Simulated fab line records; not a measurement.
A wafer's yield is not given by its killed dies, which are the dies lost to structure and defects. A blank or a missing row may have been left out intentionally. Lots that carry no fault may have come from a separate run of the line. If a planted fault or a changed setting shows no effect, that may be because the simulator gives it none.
What tool caused it?    flow nand harc    Sampling: 11 lots, 33 wafers, 5 of 1159 route steps

WHAT EACH GAUGE READ, for each wafer
NHARC_END_SORT_01.
lot   measured      on         defect limited yield (%)  killed at array  killed at other  killed at periphery  killed dies  killed open  killed short  sort_bin_2_pct (%)  sort_bin_3_pct (%)  sort_bin_4_pct (%)  sort n pass  sort rim yield pct (%)  sort yield pct (%)
L668  day 24 18:07  prober-01  95.1 96.9 95.7            31 17 26         0 0 0            2 4 3                33 21 29     4 4 8        3 2 0         1.2 1.5 1.0         0.44 0.15 0.59      3.2 1.5 2.7         644 656 648  99.1 98.1 94.3          95.1 96.9 95.7

EACH LOT AND THE TOOL THAT RAN IT (in order: tool; ch and the chambers of the sampled wafers; start)
lot   NHARC_P_M1_ETCH_35                  NHARC_P_M1_STRIP_18                 NHARC_P_M1_PVD_21                        NHARC_P_M1_ANNEAL_31
L648  rie diel-04 ch 0,2,3, day 6 08:43   rie diel-04 ch 0,1,2, day 6 09:02   pvd sputter-03, day 6 10:23 or earlier   rtp anneal-01 ch 0, day 6 10:23
L647  rie diel-12 ch 1,3, day 6 09:13     rie diel-04 ch 0,1,2, day 6 09:31   pvd sputter-02, day 6 10:57 or earlier   rtp anneal-01 ch 0, day 6 10:57
L649  rie diel-12 ch 2,3, day 6 17:11     rie diel-08 ch 1,2,3, day 6 17:28   pvd sputter-03, day 6 18:58 or earlier   rtp anneal-02 ch 0, day 6 18:58
L650  rie diel-12 ch 0,1,2, day 6 18:39   rie diel-08 ch 2,3, day 6 18:56     pvd sputter-02, day 6 20:24 or earlier   rtp anneal-01 ch 0, day 6 20:24
L652  rie diel-04 ch 2,3, day 7 11:17     rie diel-04 ch 2,3, day 7 11:38     pvd sputter-02, day 7 13:03 or earlier   rtp anneal-02 ch 0, day 7 13:03
L655  rie diel-08 ch 0,1,2, day 7 21:36   rie diel-08 ch 1,3, day 7 21:55     pvd sputter-02, day 7 23:25 or earlier   rtp anneal-01 ch 0, day 7 23:25
L656  rie diel-08 ch 0,1,2, day 8 13:26   rie diel-08 ch 1,3, day 8 13:44     pvd sputter-01, day 8 15:11 or earlier   rtp anneal-02 ch 0, day 8 15:11
L658  rie diel-08 ch 0,1,2, day 9 02:37   rie diel-12 ch 0,1, day 9 02:56     pvd sputter-03, day 9 04:22 or earlier   rtp anneal-01 ch 0, day 9 04:22
L664  rie diel-12 ch 0,1,3, day 10 04:42  rie diel-12 ch 1,2,3, day 10 05:01  pvd sputter-01, day 10 06:27 or earlier  rtp anneal-02 ch 0, day 10 06:27
L669  rie diel-12 ch 0,1,2, day 11 09:56  rie diel-08 ch 0,2,3, day 11 10:16  pvd sputter-01, day 11 11:43 or earlier  rtp anneal-01 ch 0, day 11 11:43
L668  rie diel-04 ch 1,2,3, day 11 10:43  rie diel-08 ch 0,3, day 11 11:01    pvd sputter-02, day 11 12:23 or earlier  rtp anneal-02 ch 0, day 11 12:23
- NHARC_P_M1_ETCH_35: etches the open film in N2/H2, target depth 40 nm, overetch 12 nm, time 43.94 s.
- NHARC_P_M1_STRIP_18: strips in N2/H2.
- NHARC_P_M1_PVD_21: deposits Cu, target thk 30 nm, time 20.49 s.
- NHARC_P_M1_ANNEAL_31: time 90 s.

AS READ BY THE TOOLS THEMSELVES (means over the sampled wafers that have a number; for cases with no such wafer, the mark the record gives instead)
NHARC_P_M1_ETCH_35.
lot   tool         chamber pressure mTorr (mTorr)  drypump motor current A (A)  oes product au (a.u.)  rf vpp V (V)  showerhead plenum p Torr (Torr)  throttle valve pct (%)
L648  rie diel-04  30.007                          5.4                          1.002                  429.4         1.99                             14.162
L647  rie diel-12  29.978                          5.8                          1.000                  429.6         1.99                             14.180
L649  rie diel-12  30.014                          5.9                          1.002                  431.6         2.07                             14.168
L650  rie diel-12  30.013                          5.9                          1.002                  431.7         2.07                             14.171
L652  rie diel-04  30.004                          5.8                          1.010                  427.1         1.94                             14.168
L655  rie diel-08  29.999                          5.2                          0.880                  431.8         2.10                             14.179
L656  rie diel-08  29.988                          5.2                          0.943                  431.5         2.10                             14.171
L658  rie diel-08  29.998                          5.2                          0.939                  431.9         2.10                             14.164
L664  rie diel-12  29.989                          5.9                          1.003                  428.8         2.01                             14.176
L669  rie diel-12  29.972                          5.9                          1.005                  429.9         2.07                             14.171
L668  rie diel-04  29.986                          5.9                          1.000                  428.0         1.95                             14.170

NHARC_P_M1_STRIP_18.
lot   tool         chamber pressure mTorr (mTorr)  drypump motor current A (A)  oes product au (a.u.)  rf vpp V (V)  showerhead plenum p Torr (Torr)  throttle valve pct (%)
L648  rie diel-04  30.014                          5.5                          0.999                  91.2          2.00                             14.173
L647  rie diel-04  29.998                          5.5                          0.997                  90.1          2.00                             14.174
L649  rie diel-08  30.025                          5.5                          0.995                  91.6          2.08                             14.170
L650  rie diel-08  29.948                          5.5                          0.997                  91.7          2.07                             14.168
L652  rie diel-04  30.001                          5.4                          1.003                  89.4          1.96                             14.173
L655  rie diel-08  30.006                          5.4                          1.001                  91.0          2.09                             14.169
L656  rie diel-08  29.979                          5.8                          1.000                  91.4          2.10                             14.162
L658  rie diel-12  30.005                          6.0                          1.007                  90.4          2.03                             14.174
L664  rie diel-12  29.981                          5.8                          1.003                  91.9          2.06                             14.172
L669  rie diel-08  30.002                          5.5                          0.998                  90.4          2.10                             14.165
L668  rie diel-08  29.992                          5.5                          0.985                  91.6          2.14                             14.175

NHARC_P_M1_PVD_21.
lot   tool            throttle valve pct (%)
L648  pvd sputter-03  29.9
L647  pvd sputter-02  30.0
L649  pvd sputter-03  29.3
L650  pvd sputter-02  29.2
L652  pvd sputter-02  29.8
L655  pvd sputter-02  30.0
L656  pvd sputter-01  29.7
L658  pvd sputter-03  30.0
L664  pvd sputter-01  29.8
L669  pvd sputter-01  29.9
L668  pvd sputter-02  31.2

NHARC_P_M1_ANNEAL_31.
lot   tool           wafer_temp_C_max
L648  rtp anneal-01  226.3
L647  rtp anneal-01  226.0
L649  rtp anneal-02  226.2
L650  rtp anneal-01  226.6
L652  rtp anneal-02  226.6
L655  rtp anneal-01  226.4
L656  rtp anneal-02  226.4
L658  rtp anneal-01  226.4
L664  rtp anneal-02  226.3
L669  rtp anneal-01  226.1
L668  rtp anneal-02  226.8

THE ANSWER, worked out from the rows above alone
Rule: what is usual is taken from the lots themselves. The widest of any qualifying gaps counts: lots, ordered by their means at a reading, are off when they make up no more than a third of the lots, leave a main group of 4 or more, and stand apart from it by 3 or more times the standard deviation of that group's means. The tables above print the reading to a certain number of digits; a main group whose means all agree to those digits is not used. A lot without any number at a reading at which 4 lots or more have one is off too. All remaining lots with rows at the step are treated as sound. The gauges are gone through in route order, then the tools' own readings, and for those a lot's mean is taken as printed above. At the first step where some lot is off, the reading lying furthest off is the one used; lots without a number count as furthest.
Off: L655, L656, L658, at NHARC_P_M1_ETCH_35 (oes product au). The main group has a mean of 1.003 a.u. with a standard deviation of 0.003.
A tool fits if, at that step or a process step before it, it ran every lot that is off, and no sound lot after the first of them. One candidate fits, namely rie diel-08 at NHARC_P_M1_ETCH_35. It ran no sound lot before its first lot that is off in this sample, so the start can't be narrowed down.
The tool's own readings at NHARC_P_M1_ETCH_35 bear it out: on the lots that are off they differ by more than 5 times the standard deviation of the sound lots' means. oes product au reads 0.921 a.u. there against 1.003 a.u. on the sound lots.

WHAT THE SIMULATOR HAD INSERTED
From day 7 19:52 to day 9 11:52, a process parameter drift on rie diel-08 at NHARC_P_M1_ETCH_35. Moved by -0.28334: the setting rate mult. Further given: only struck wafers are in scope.
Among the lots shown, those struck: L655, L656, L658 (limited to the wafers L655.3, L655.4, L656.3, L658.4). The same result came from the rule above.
